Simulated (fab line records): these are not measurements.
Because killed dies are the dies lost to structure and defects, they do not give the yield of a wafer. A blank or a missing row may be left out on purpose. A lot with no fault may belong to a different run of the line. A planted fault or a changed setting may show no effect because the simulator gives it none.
Which of the tools did it? :: flow nand_harc :: 13 lots with 39 wafers sampled at 4 steps, on a route of 1302 steps

## WHAT THE GAUGES READ, wafer by wafer
The record lacks any reading of a measuring or inspecting step that a usual standard deviation could be used to judge.

## WHICH TOOL RAN EACH LOT (tool, then ch and the chambers of the sampled wafers, then the start)
lot: L817
NHARC_A_STAIRCASE_HM_OPEN_463: rie_diel-11 ch 0,1,2, day 17 12:09 or earlier
NHARC_A_STAIRCASE_ALD_415: ald_hk-02 ch 1,2,3, day 17 12:09
NHARC_A_STAIRCASE_STRIP_476: rie_diel-03 ch 1,2,3, day 17 14:20
NHARC_A_STAIRCASE_DEP_151: pecvd-03 ch 0,1, day 18 03:22

lot: L819
NHARC_A_STAIRCASE_HM_OPEN_463: rie_diel-03 ch 2,3, day 17 22:23 or earlier
NHARC_A_STAIRCASE_ALD_415: ald_hk-03 ch 0,1,3, day 17 22:23
NHARC_A_STAIRCASE_STRIP_476: rie_diel-11 ch 0,2,3, day 18 00:34
NHARC_A_STAIRCASE_DEP_151: pecvd-04 ch 0,1,2, day 18 12:52

lot: L820
NHARC_A_STAIRCASE_HM_OPEN_463: rie_diel-11 ch 0,1,2, day 18 08:45 or earlier
NHARC_A_STAIRCASE_ALD_415: ald_hk-03 ch 1,2,3, day 18 08:45
NHARC_A_STAIRCASE_STRIP_476: rie_diel-02 ch 1,2,3, day 18 10:55
NHARC_A_STAIRCASE_DEP_151: pecvd-01 ch 0,1,2, day 18 21:50

lot: L823
NHARC_A_STAIRCASE_HM_OPEN_463: rie_diel-11 ch 2,3, day 20 09:47 or earlier
NHARC_A_STAIRCASE_ALD_415: ald_hk-03 ch 1,2, day 20 09:47
NHARC_A_STAIRCASE_STRIP_476: rie_diel-11 ch 0,1, day 20 12:01
NHARC_A_STAIRCASE_DEP_151: pecvd-01 ch 1,2, day 20 23:36

lot: L827
NHARC_A_STAIRCASE_HM_OPEN_463: rie_diel-11 ch 0,1,3, day 21 05:59 or earlier
NHARC_A_STAIRCASE_ALD_415: ald_hk-02 ch 0,1,3, day 21 05:59
NHARC_A_STAIRCASE_STRIP_476: rie_diel-02 ch 0,2,3, day 21 07:29
NHARC_A_STAIRCASE_DEP_151: pecvd-04 ch 1,2, day 21 18:37

lot: L825
NHARC_A_STAIRCASE_HM_OPEN_463: rie_diel-11 ch 1,3, day 21 07:02 or earlier
NHARC_A_STAIRCASE_ALD_415: ald_hk-04 ch 0,2, day 21 07:02
NHARC_A_STAIRCASE_STRIP_476: rie_diel-02 ch 1,2,3, day 21 09:13
NHARC_A_STAIRCASE_DEP_151: pecvd-04 ch 0,1,2, day 21 19:16

lot: L829
NHARC_A_STAIRCASE_HM_OPEN_463: rie_diel-03 ch 0,2,3, day 21 22:44 or earlier
NHARC_A_STAIRCASE_ALD_415: ald_hk-02 ch 2,3, day 21 22:44
NHARC_A_STAIRCASE_STRIP_476: rie_diel-03 ch 1,2,3, day 22 00:40
NHARC_A_STAIRCASE_DEP_151: pecvd-04 ch 0,1, day 22 11:38

lot: L830
NHARC_A_STAIRCASE_HM_OPEN_463: rie_diel-11 ch 2,3, day 22 06:35 or earlier
NHARC_A_STAIRCASE_ALD_415: ald_hk-04 ch 0,1,3, day 22 06:35
NHARC_A_STAIRCASE_STRIP_476: rie_diel-11 ch 0,3, day 22 08:45
NHARC_A_STAIRCASE_DEP_151: pecvd-01 ch 0,2, day 22 20:04

lot: L831
NHARC_A_STAIRCASE_HM_OPEN_463: rie_diel-02 ch 0,2,3, day 23 18:37 or earlier
NHARC_A_STAIRCASE_ALD_415: ald_hk-04 ch 1,2,3, day 23 18:37
NHARC_A_STAIRCASE_STRIP_476: rie_diel-11 ch 1,2,3, day 23 20:19
NHARC_A_STAIRCASE_DEP_151: pecvd-01 ch 0,1,2, day 24 07:35

lot: L833
NHARC_A_STAIRCASE_HM_OPEN_463: rie_diel-11 ch 2,3, day 24 08:19 or earlier
NHARC_A_STAIRCASE_ALD_415: ald_hk-04 ch 0,1, day 24 08:19
NHARC_A_STAIRCASE_STRIP_476: rie_diel-02 ch 0,1,3, day 24 10:31
NHARC_A_STAIRCASE_DEP_151: pecvd-04 ch 1,2, day 24 21:26

lot: L836
NHARC_A_STAIRCASE_HM_OPEN_463: rie_diel-11 ch 0,2,3, day 25 15:27 or earlier
NHARC_A_STAIRCASE_ALD_415: ald_hk-04 ch 0,1,3, day 25 15:27
NHARC_A_STAIRCASE_STRIP_476: rie_diel-11 ch 1,2,3, day 25 17:38
NHARC_A_STAIRCASE_DEP_151: pecvd-01 ch 0,2, day 26 04:35

lot: L839
NHARC_A_STAIRCASE_HM_OPEN_463: rie_diel-11 ch 0,2,3, day 26 07:45 or earlier
NHARC_A_STAIRCASE_ALD_415: ald_hk-04 ch 1,2,3, day 26 07:45
NHARC_A_STAIRCASE_STRIP_476: rie_diel-11 ch 1,2,3, day 26 09:28
NHARC_A_STAIRCASE_DEP_151: pecvd-01 ch 0,1,2, day 26 20:23

lot: L840
NHARC_A_STAIRCASE_HM_OPEN_463: rie_diel-02 ch 1,2,3, day 27 03:47 or earlier
NHARC_A_STAIRCASE_ALD_415: ald_hk-02 ch 0,1,3, day 27 03:47
NHARC_A_STAIRCASE_STRIP_476: rie_diel-03 ch 0,1,3, day 27 05:43
NHARC_A_STAIRCASE_DEP_151: pecvd-01 ch 0,1,2, day 27 16:44
- NHARC_A_STAIRCASE_HM_OPEN_463: chemistry O2/COS.
- NHARC_A_STAIRCASE_ALD_415: deposits SiO2, target thk 30 nm, pulse time 6 s, ald cycles 300.
- NHARC_A_STAIRCASE_STRIP_476: strips in O2, time 20 s.
- NHARC_A_STAIRCASE_DEP_151: deposits SiO2, target thk 7200 nm.

## WHAT THE TOOLS THEMSELVES READ (means of the sampled wafers that have a number; where no wafer has one, the mark that the record gives instead)
NHARC_A_STAIRCASE_HM_OPEN_463. Usual: drypump_motor_current_A 5.6 A, standard deviation 0.42; oes_product_au 1.000 a.u., standard deviation 0.0092; rf_fwd_power_W 498.8 W, standard deviation 1.4; rf_vpp_V 465.5 V, standard deviation 2.7; showerhead_plenum_p_Torr 3.04 Torr, standard deviation 0.12; throttle_valve_pct 28.329 %, standard deviation 0.0088.
lot: L817
tool: rie_diel-11
drypump_motor_current_A (A): 5.7
oes_product_au (a.u.): 0.998
rf_fwd_power_W (W): 498.2
rf_vpp_V (V): 464.5
showerhead_plenum_p_Torr (Torr): 2.99
throttle_valve_pct (%): 28.340
flag: 

lot: L819
tool: rie_diel-03
drypump_motor_current_A (A): 5.4
oes_product_au (a.u.): 0.996
rf_fwd_power_W (W): 498.8
rf_vpp_V (V): 467.0
showerhead_plenum_p_Torr (Torr): 3.10
throttle_valve_pct (%): 28.320
flag: 

lot: L820
tool: rie_diel-11
drypump_motor_current_A (A): 5.7
oes_product_au (a.u.): 0.997
rf_fwd_power_W (W): 498.7
rf_vpp_V (V): 464.5
showerhead_plenum_p_Torr (Torr): 2.99
throttle_valve_pct (%): 28.331
flag: 

lot: L823
tool: rie_diel-11
drypump_motor_current_A (A): 5.7
oes_product_au (a.u.): 1.005
rf_fwd_power_W (W): 497.9
rf_vpp_V (V): 463.6
showerhead_plenum_p_Torr (Torr): 2.98
throttle_valve_pct (%): 28.326
flag: 

lot: L827
tool: rie_diel-11
drypump_motor_current_A (A): 5.9
oes_product_au (a.u.): 1.005
rf_fwd_power_W (W): 498.7
rf_vpp_V (V): 464.6
showerhead_plenum_p_Torr (Torr): 2.97
throttle_valve_pct (%): 28.332
flag: 

lot: L825
tool: rie_diel-11
drypump_motor_current_A (A): 5.7
oes_product_au (a.u.): 1.014
rf_fwd_power_W (W): 500.0
rf_vpp_V (V): 462.0
showerhead_plenum_p_Torr (Torr): 2.92
throttle_valve_pct (%): 28.322
flag: 

lot: L829
tool: rie_diel-03
drypump_motor_current_A (A): 5.6
oes_product_au (a.u.): 0.997
rf_fwd_power_W (W): 497.7
rf_vpp_V (V): 465.7
showerhead_plenum_p_Torr (Torr): 3.09
throttle_valve_pct (%): 28.335
flag: 

lot: L830
tool: rie_diel-11
drypump_motor_current_A (A): 5.5
oes_product_au (a.u.): 1.004
rf_fwd_power_W (W): 498.5
rf_vpp_V (V): 463.8
showerhead_plenum_p_Torr (Torr): 2.98
throttle_valve_pct (%): 28.325
flag: 

lot: L831
tool: rie_diel-02
drypump_motor_current_A (A): 5.1
oes_product_au (a.u.): 1.000
rf_fwd_power_W (W): 499.0
rf_vpp_V (V): 466.2
showerhead_plenum_p_Torr (Torr): 3.08
throttle_valve_pct (%): 28.336
flag: 

lot: L833
tool: rie_diel-11
drypump_motor_current_A (A): 5.7
oes_product_au (a.u.): 1.012
rf_fwd_power_W (W): 499.6
rf_vpp_V (V): 463.8
showerhead_plenum_p_Torr (Torr): 2.97
throttle_valve_pct (%): 28.331
flag: 

lot: L836
tool: rie_diel-11
drypump_motor_current_A (A): 5.9
oes_product_au (a.u.): 1.002
rf_fwd_power_W (W): 497.4
rf_vpp_V (V): 463.5
showerhead_plenum_p_Torr (Torr): 2.99
throttle_valve_pct (%): 28.330
flag: 

lot: L839
tool: rie_diel-11
drypump_motor_current_A (A): 5.8
oes_product_au (a.u.): 1.004
rf_fwd_power_W (W): 498.8
rf_vpp_V (V): 464.3
showerhead_plenum_p_Torr (Torr): 2.98
throttle_valve_pct (%): 28.320
flag: 

lot: L840
tool: rie_diel-02
drypump_motor_current_A (A): 5.5
oes_product_au (a.u.): 0.993
rf_fwd_power_W (W): 499.9
rf_vpp_V (V): 467.0
showerhead_plenum_p_Torr (Torr): 3.13
throttle_valve_pct (%): 28.330
flag: 

NHARC_A_STAIRCASE_ALD_415. Usual: heater_power_w 468 W, standard deviation 36; precursor_pulse_height_rel 1.000, standard deviation 0.019.
lot: L817
tool: ald_hk-02
heater_power_w (W): 502
precursor_pulse_height_rel: 1.001
flag: 

lot: L819
tool: ald_hk-03
heater_power_w (W): 463
precursor_pulse_height_rel: 0.990
flag: 

lot: L820
tool: ald_hk-03
heater_power_w (W): 485
precursor_pulse_height_rel: 0.994
flag: 

lot: L823
tool: ald_hk-03
heater_power_w (W): 495
precursor_pulse_height_rel: 0.996
flag: 

lot: L827
tool: ald_hk-02
heater_power_w (W): 456
precursor_pulse_height_rel: 1.004
flag: 

lot: L825
tool: ald_hk-04
heater_power_w (W): 489
precursor_pulse_height_rel: 1.020
flag: 

lot: L829
tool: ald_hk-02
heater_power_w (W): 519
precursor_pulse_height_rel: 0.990
flag: 

lot: L830
tool: ald_hk-04
heater_power_w (W): 439
precursor_pulse_height_rel: 0.987
flag: 

lot: L831
tool: ald_hk-04
heater_power_w (W): 472
precursor_pulse_height_rel: 1.024
flag: 

lot: L833
tool: ald_hk-04
heater_power_w (W): 441
precursor_pulse_height_rel: 1.005
flag: 

lot: L836
tool: ald_hk-04
heater_power_w (W): 439
precursor_pulse_height_rel: 0.988
flag: 

lot: L839
tool: ald_hk-04
heater_power_w (W): 471
precursor_pulse_height_rel: 1.000
flag: 

lot: L840
tool: ald_hk-02
heater_power_w (W): 454
precursor_pulse_height_rel: 0.998
flag: 

NHARC_A_STAIRCASE_STRIP_476. Usual: drypump_motor_current_A 5.6 A, standard deviation 0.43; oes_product_au 1.000 a.u., standard deviation 0.01; rf_vpp_V 57.5 V, standard deviation 0.86; showerhead_plenum_p_Torr 3.46 Torr, standard deviation 0.15; throttle_valve_pct 17.035 %, standard deviation 0.0089.
lot: L817
tool: rie_diel-03
drypump_motor_current_A (A): 5.5
oes_product_au (a.u.): 0.993
rf_vpp_V (V): 57.7
showerhead_plenum_p_Torr (Torr): 3.42
throttle_valve_pct (%): 17.037
flag: 

lot: L819
tool: rie_diel-11
drypump_motor_current_A (A): 5.8
oes_product_au (a.u.): 1.000
rf_vpp_V (V): 58.0
showerhead_plenum_p_Torr (Torr): 3.41
throttle_valve_pct (%): 17.033
flag: 

lot: L820
tool: rie_diel-02
drypump_motor_current_A (A): 5.5
oes_product_au (a.u.): 0.995
rf_vpp_V (V): 57.6
showerhead_plenum_p_Torr (Torr): 3.58
throttle_valve_pct (%): 17.028
flag: 

lot: L823
tool: rie_diel-11
drypump_motor_current_A (A): 5.9
oes_product_au (a.u.): 1.008
rf_vpp_V (V): 56.5
showerhead_plenum_p_Torr (Torr): 3.33
throttle_valve_pct (%): 17.040
flag: 

lot: L827
tool: rie_diel-02
drypump_motor_current_A (A): 5.1
oes_product_au (a.u.): 1.002
rf_vpp_V (V): 57.9
showerhead_plenum_p_Torr (Torr): 3.49
throttle_valve_pct (%): 17.032
flag: 

lot: L825
tool: rie_diel-02
drypump_motor_current_A (A): 5.4
oes_product_au (a.u.): 1.001
rf_vpp_V (V): 57.4
showerhead_plenum_p_Torr (Torr): 3.56
throttle_valve_pct (%): 17.029
flag: 

lot: L829
tool: rie_diel-03
drypump_motor_current_A (A): 5.5
oes_product_au (a.u.): 1.002
rf_vpp_V (V): 57.8
showerhead_plenum_p_Torr (Torr): 3.58
throttle_valve_pct (%): 17.035
flag: 

lot: L830
tool: rie_diel-11
drypump_motor_current_A (A): 6.2
oes_product_au (a.u.): 1.001
rf_vpp_V (V): 58.3
showerhead_plenum_p_Torr (Torr): 3.41
throttle_valve_pct (%): 17.044
flag: 

lot: L831
tool: rie_diel-11
drypump_motor_current_A (A): 5.6
oes_product_au (a.u.): 1.008
rf_vpp_V (V): 58.1
showerhead_plenum_p_Torr (Torr): 3.33
throttle_valve_pct (%): 17.030
flag: 

lot: L833
tool: rie_diel-02
drypump_motor_current_A (A): 5.5
oes_product_au (a.u.): 1.002
rf_vpp_V (V): 58.1
showerhead_plenum_p_Torr (Torr): 3.56
throttle_valve_pct (%): 17.038
flag: 

lot: L836
tool: rie_diel-11
drypump_motor_current_A (A): 5.6
oes_product_au (a.u.): 1.005
rf_vpp_V (V): 57.0
showerhead_plenum_p_Torr (Torr): 3.32
throttle_valve_pct (%): 17.045
flag: 

lot: L839
tool: rie_diel-11
drypump_motor_current_A (A): 5.6
oes_product_au (a.u.): 1.004
rf_vpp_V (V): 57.7
showerhead_plenum_p_Torr (Torr): 3.50
throttle_valve_pct (%): 17.039
flag: 

lot: L840
tool: rie_diel-03
drypump_motor_current_A (A): 5.7
oes_product_au (a.u.): 0.991
rf_vpp_V (V): 57.3
showerhead_plenum_p_Torr (Torr): 3.58
throttle_valve_pct (%): 17.031
flag: 

NHARC_A_STAIRCASE_DEP_151. Usual: heater_power_w 681 W, standard deviation 130; rf_fwd_power_W 499.4 W, standard deviation 1.7.
lot: L817
tool: pecvd-03
heater_power_w (W): 741
rf_fwd_power_W (W): 500.0
flag: 

lot: L819
tool: pecvd-04
heater_power_w (W): 654
rf_fwd_power_W (W): 500.5
flag: 

lot: L820
tool: pecvd-01
heater_power_w (W): 706
rf_fwd_power_W (W): 497.4
flag: 

lot: L823
tool: pecvd-01
heater_power_w (W): 654
rf_fwd_power_W (W): 499.4
flag: 

lot: L827
tool: pecvd-04
heater_power_w (W): 605
rf_fwd_power_W (W): 498.7
flag: 

lot: L825
tool: pecvd-04
heater_power_w (W): 700
rf_fwd_power_W (W): 499.7
flag: 

lot: L829
tool: pecvd-04
heater_power_w (W): 654
rf_fwd_power_W (W): 500.5
flag: 

lot: L830
tool: pecvd-01
heater_power_w (W): 541
rf_fwd_power_W (W): 498.5
flag: 

lot: L831
tool: pecvd-01
heater_power_w (W): 625
rf_fwd_power_W (W): 498.3
flag: 

lot: L833
tool: pecvd-04
heater_power_w (W): 656
rf_fwd_power_W (W): 500.3
flag: 

lot: L836
tool: pecvd-01
heater_power_w (W): 554
rf_fwd_power_W (W): 499.5
flag: 

lot: L839
tool: pecvd-01
heater_power_w (W): 661
rf_fwd_power_W (W): 498.9
flag: 

lot: L840
tool: pecvd-01
heater_power_w (W): 641
rf_fwd_power_W (W): 500.0
flag: 

## THE ANSWER, worked out from the rows above alone
Rule: a lot is off if the mean of its wafers that have a number lies more than 3 standard deviations from the usual mean. Also off: a lot with no number at a reading for which 4 or more lots have one. Any other lot the step has rows for is counted as sound. The gauges are gone through in route order, then the tools' own readings, and for those a lot's mean is taken as printed above. The first step at which some lot is off is used, and at that step the reading that is off furthest; a lot without a number counts as furthest.
Nothing can be told from this: no lot is off at any reading shown.

## WHAT WAS PUT IN BY THE SIMULATOR
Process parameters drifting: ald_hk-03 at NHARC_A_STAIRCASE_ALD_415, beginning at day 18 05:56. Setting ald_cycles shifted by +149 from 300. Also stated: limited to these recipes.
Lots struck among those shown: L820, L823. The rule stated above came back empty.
